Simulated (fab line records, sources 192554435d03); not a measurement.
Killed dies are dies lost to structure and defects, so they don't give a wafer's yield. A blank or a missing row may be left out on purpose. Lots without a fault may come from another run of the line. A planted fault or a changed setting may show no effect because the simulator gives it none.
Which tool did it? | flow n5_finfet | 12 lots, 36 wafers sampled, at 1 step of a route of 1938

WHAT THE GAUGES READ, wafer by wafer
N5_BEOL_M1_OVL_MEAS_29.
lot  | measured     | on         | V0_OVL (nm)
L075 | day 6 17:16  | overlay-01 | -1.0 0.6 -0.1
L077 | day 6 21:02  | overlay-01 | -0.9 -1.4 0.1
L079 | day 8 00:55  | overlay-02 | -1.1 -0.4 -0.6
L081 | day 8 07:19  | overlay-01 | -0.2 -1.3 -0.8
L083 | day 10 07:05 | overlay-01 | -0.9 -1.3 -1.0
L085 | day 10 21:40 | overlay-01 | -0.1 -0.2 0.0
L087 | day 11 00:54 | overlay-02 | 0.0 -0.9 -1.1
L089 | day 12 08:07 | overlay-01 | -0.7 -1.4 -0.3
L091 | day 12 11:00 | overlay-01 | 0.5 -1.2 0.3
L093 | day 12 12:49 | overlay-02 | 0.0 -0.2 0.4
L095 | day 13 22:02 | overlay-01 | -0.1 0.2 -0.2
L097 | day 13 22:20 | overlay-02 | -1.1 -0.4 -1.3

WHICH TOOL RAN EACH LOT (tool, then ch and the chambers of the sampled wafers, then the start)
The record holds no process step before these readings.

THE ANSWER, worked out from the rows above alone
Rule: what is usual is taken from the lots themselves. Put in order of their means at a reading, lots are off if they are a third of the lots or fewer, leave a main group of 4 or more, and stand apart from it by a gap of 3 or more times the standard deviation of the main group's means; of several such gaps the widest counts. A main group whose means are all the same, to the digits that the tables above print for the reading, isn't used. A lot without any number at a reading at which 4 lots or more have one is off too. The other lots that the step has rows for count as sound.
No lot is off at any reading shown: from this, nothing can be told.

WHAT THE SIMULATOR HAD PUT IN
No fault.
